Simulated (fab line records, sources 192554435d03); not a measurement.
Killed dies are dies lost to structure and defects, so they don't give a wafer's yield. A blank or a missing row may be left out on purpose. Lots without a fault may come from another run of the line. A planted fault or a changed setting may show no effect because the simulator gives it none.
A struck lot beside a sound one | flow n5_finfet | 27 steps out of a route of 1938
Sound: wafers L378.2, L378.4, L378.6. Struck: wafer L385.6. (L385.1 of the same lot was not struck and is left out.) The cause comes at the end.
At each step with rows: each side's tool, then ch and its chambers, then its first start. Under that, the readings that differ: sound wafers | struck wafers | difference of the means | sigmas: that difference in standard deviations of wafers without a fault.
alike: readings whose means differ by less than 2 such deviations, and words and numbers that are the same on both sides. not compared: withheld readings, readings that some wafer has no value for, bounds like >300 that may hide the same value, and numbers for which the record gives no deviation and whose values overlap.
The two part at a step that has a row with sigmas, a row that says differs or no value, or rows on one side only. Numbers that don't overlap but have no deviation are shown without sigmas and don't part them. A reading that every wafer of one side lacks parts them only if that side has two wafers or more.

N5_STI_FIN_REVEAL_ALD_14: deposits Si3N4, target thk 3 nm.
  sound on ald_sin-03 ch 0,1,2, day 6 04:11; struck on ald_sin-01 ch 3, day 7 22:53
  alike: heater_power_w
then, 3 steps without rows for these wafers: N5_STI_FIN_REVEAL_FCVD_FILL_01 (material SiO2 flowable, target thk 312 nm, time 512.2 s); N5_STI_FIN_REVEAL_DENSIFY_02 (time 1800 s); N5_STI_FIN_REVEAL_CMP_04 (polishes, stops on Si3N4, t overpolish 4 s, target thk 131.83 nm).
N5_STI_FIN_REVEAL_THK_MEAS_05:
  sound on film_metro-02, day 6 09:31; struck on film_metro-01, day 8 04:49
  alike: thk_nm
N5_STI_FIN_REVEAL_DENSIFY_30:
  sound on rtp_anneal-01 ch 0, day 6 09:41; struck on rtp_anneal-02 ch 0, day 8 04:50
  alike: lamp_power_pct, lamp_zone_2_pct, lamp_zone_6_pct
  not compared: wafer_temp_C_max
N5_STI_FIN_REVEAL_ETCHBACK_08: etches SiO2 in C4F6/O2, target depth 30.5 nm, time 10.167 s.
  sound on rie_diel-05 ch 0,1,2, day 6 09:58; struck on rie_diel-06 ch 3, day 8 05:03
  alike: drypump_motor_current_A, oes_o_777_au, oes_product_au, rf_vpp_V, showerhead_plenum_p_Torr, throttle_valve_pct
  not compared: rf_hours_counter_h
N5_STI_FIN_REVEAL_STRIP_24: strips in N2/H2, time 90 s.
  sound on rie_diel-05 ch 0,1,2, day 6 10:00; struck on rie_diel-06 ch 3, day 8 05:05
  alike: drypump_motor_current_A, oes_product_au, rf_vpp_V, showerhead_plenum_p_Torr, throttle_valve_pct
  not compared: rf_hours_counter_h
then, 4 steps without rows for these wafers: N5_STI_FIN_REVEAL_PRECLEAN_25 (cleans in SPM, time 90 s); N5_STI_FIN_REVEAL_PRECLEAN_26 (cleans in SC1, time 45 s); N5_STI_FIN_REVEAL_PRECLEAN_29 (cleans in DHF, time 30 s); N5_STI_FIN_REVEAL_SRD_12 (time 30 s).
N5_STI_FIN_REVEAL_RECESS_09: chemistry HF/NH3, target SiO2, afs cycles 11, target depth 42.5 nm, sublimation time 60 s.
  sound on vapor_etch-02 ch 0,1, day 6 10:13; struck on vapor_etch-02 ch 1, day 8 06:22
  reading                                      | sound             | struck | difference | sigmas
  model.etch.depth_nm (nm)                     | 42.44 42.44 42.44 | 57.65  | +15.21     |
  model.SiNx_of_FIN_SAQP_HM_DEP_03.thk_nm (nm) | 18.2 20 18.2      | 17.6   | -1.2       |
  alike: drypump_motor_current_A
then, 7 steps without rows for these wafers: N5_STI_FIN_REVEAL_STRIP_16 (strips SiNx in H3PO4, target depth 23.8 nm); N5_STI_FIN_REVEAL_PRECLEAN_17 (cleans in NF3:NH3, afs cycles 1, time 20 s, sublimation time 60 s); N5_STI_FIN_REVEAL_ETCH_34 (etches Si in H2, material Si, target depth 0.97 nm); N5_STI_FIN_REVEAL_OXIDATION_31 (chemistry O2 PLASMA REMOTE, time 20 s); N5_STI_FIN_REVEAL_PRECLEAN_32 (cleans in NF3:NH3, afs cycles 1, time 20 s, sublimation time 60 s); N5_STI_FIN_REVEAL_STRIP_35 (strips Si3N4 in H3PO4, target depth 4 nm, time 39 s); N5_STI_FIN_REVEAL_SRD_21 (time 30 s).
N5_STI_FIN_REVEAL_OXIDATION_33: chemistry O2 PLASMA REMOTE, time 20 s.
  sound on plasma_asher-01 ch 0, day 6 12:43; struck on plasma_asher-02 ch 1, day 8 07:49
  alike: drypump_motor_current_A, heater_power_w, o2_flow_sccm
  not compared: rf_hours_counter_h
then, 2 steps without rows for these wafers: N5_STI_FIN_REVEAL_CLEAN_19 (cleans in O3/DIW, time 120 s); N5_STI_FIN_REVEAL_SRD_23 (time 30 s).
N5_STI_FIN_REVEAL_CD_MEAS_22: target cd 6.238 nm, pitch 28 nm.
  sound on cd_sem-03, day 6 12:53; struck on cd_sem-03, day 8 07:59
  alike: cd_nm
N5_STI_FIN_REVEAL_FIN_H_MEAS_10:
  sound on ocd-02, day 6 12:55; struck on ocd-02, day 8 08:01
  reading              | sound          | struck | difference | sigmas
  trench_depth_nm (nm) | 51.0 52.4 51.7 | 66.9   | +15.2      | +22
then, 1 step without rows for these wafers: N5_STI_FIN_REVEAL_PRECLEAN_18 (cleans in SC2, time 45 s).
-- the record jumps here: 6 days lie between the struck wafers' starts before and after (it left off in module STI_FIN_REVEAL and takes up again in module BEOL_M4, whose first step shown is number 1111 of the route) --
N5_BEOL_M4_RC_MEAS_101:
  sound on prober-01 ch 0, day 12 12:07; struck on prober-01 ch 0, day 14 06:17
  reading       | sound          | struck | difference | sigmas
  SS_N (mV/dec) | 71.7 70.5 69.7 | 72.2   | +1.6       | +3
  VT_N (mV)     | 252 256 260    | 247    | -9         | -2
  alike: DIBL_N, DIBL_P, IOFF_N, IOFF_P, ION_N, ION_P, SS_P, VT_P

WHERE THEY PART
First at N5_STI_FIN_REVEAL_FIN_H_MEAS_10; last, within this record, at N5_BEOL_M4_RC_MEAS_101.

WHY: what the simulator had put in
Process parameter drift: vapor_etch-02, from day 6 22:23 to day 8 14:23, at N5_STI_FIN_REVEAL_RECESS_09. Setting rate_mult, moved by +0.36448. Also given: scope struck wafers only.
